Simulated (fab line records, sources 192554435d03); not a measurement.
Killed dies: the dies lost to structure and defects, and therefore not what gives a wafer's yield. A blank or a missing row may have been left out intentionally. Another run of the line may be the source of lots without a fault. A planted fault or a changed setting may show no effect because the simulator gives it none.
Chamber matching | flow n5-finfet | N5_BEOL_M2_ETCH_70 on rie-diel-01: 4 sister chambers
The step etches SOC in N2/H2, target depth 80 nm, overetch 24 nm, time 130 s. 14 wafers are shown with their chamber, then 7 later ones without.

## EACH WAFER AND ITS CHAMBER
wafer  | chamber | showerhead-plenum-p-Torr (Torr) | throttle-valve-pct (%) | oes-product-au (a.u.)
L074.3 | 0       | 2.53                            | 17.84                  | 0.53
L074.4 | 3       | 2.50                            | 17.46                  | 0.63
L074.6 | 3       | 2.50                            | 17.46                  | 0.64
L075.1 | 0       | 2.53                            | 17.85                  | 0.53
L075.3 | 1       | 2.69                            | 18.02                  | 0.55
L075.6 | 3       | 2.50                            | 17.45                  | 0.63
L080.2 | 3       | 2.49                            | 17.49                  | 0.62
L080.3 | 2       | 2.39                            | 17.54                  | 0.51
L080.5 | 2       | 2.39                            | 17.57                  | 0.51
L083.2 | 2       | 2.39                            | 17.56                  | 0.51
L083.3 | 3       | 2.49                            | 17.50                  | 0.61
L083.4 | 0       | 2.53                            | 17.85                  | 0.52
L084.2 | 0       | 2.53                            | 17.88                  | 0.52
L084.4 | 1       | 2.69                            | 18.07                  | 0.54

SIGNATURES (means of the wafers above)
reading                  | chamber 0 | chamber 1 | chamber 2 | chamber 3 | scatter within a chamber
showerhead-plenum-p-Torr | 2.5300    | 2.6900    | 2.3900    | 2.4960    | 0.00346
throttle-valve-pct       | 17.8550   | 18.0450   | 17.5567   | 17.4720   | 0.0212
oes-product-au           | 0.5250    | 0.5450    | 0.5100    | 0.6260    | 0.00819
Rule: for each reading, subtract the chamber's mean from the wafer's reading, divide by that reading's scatter and square the result; add these up over the readings and take the root, which gives the wafer's distance from the chamber. If the next closest chamber is less than 2 further off than the closest, the wafer can't be placed; otherwise it belongs to the closest. How the scatter is found: for the shown wafers, subtract from each reading the mean of its chamber, square and add these, divide the total by (wafers less chambers), then take the root.

## WAFERS WITH NO CHAMBER GIVEN
wafer  | showerhead-plenum-p-Torr (Torr) | throttle-valve-pct (%) | oes-product-au (a.u.)
L084.5 | 2.53                            | 17.88                  | 0.52
L085.1 | 2.49                            | 17.48                  | 0.61
L085.2 | 2.69                            | 18.07                  | 0.53
L085.3 | 2.39                            | 17.56                  | 0.51
L089.2 | 2.52                            | 17.90                  | 0.52
L089.4 | 2.52                            | 17.89                  | 0.52
L089.6 | 2.68                            | 18.08                  | 0.54

## CHAMBER TAKEN BY EACH
wafer  | from the rows above | in truth
L084.5 | 0                   | 0
L085.1 | 3                   | 3
L085.2 | 1                   | 1
L085.3 | 2                   | 2
L089.2 | 0                   | 0
L089.4 | 0                   | 0
L089.6 | 1                   | 1
Placed correctly: 7 of 7. Left unplaced by these rows: 0. 0 placed wrongly.
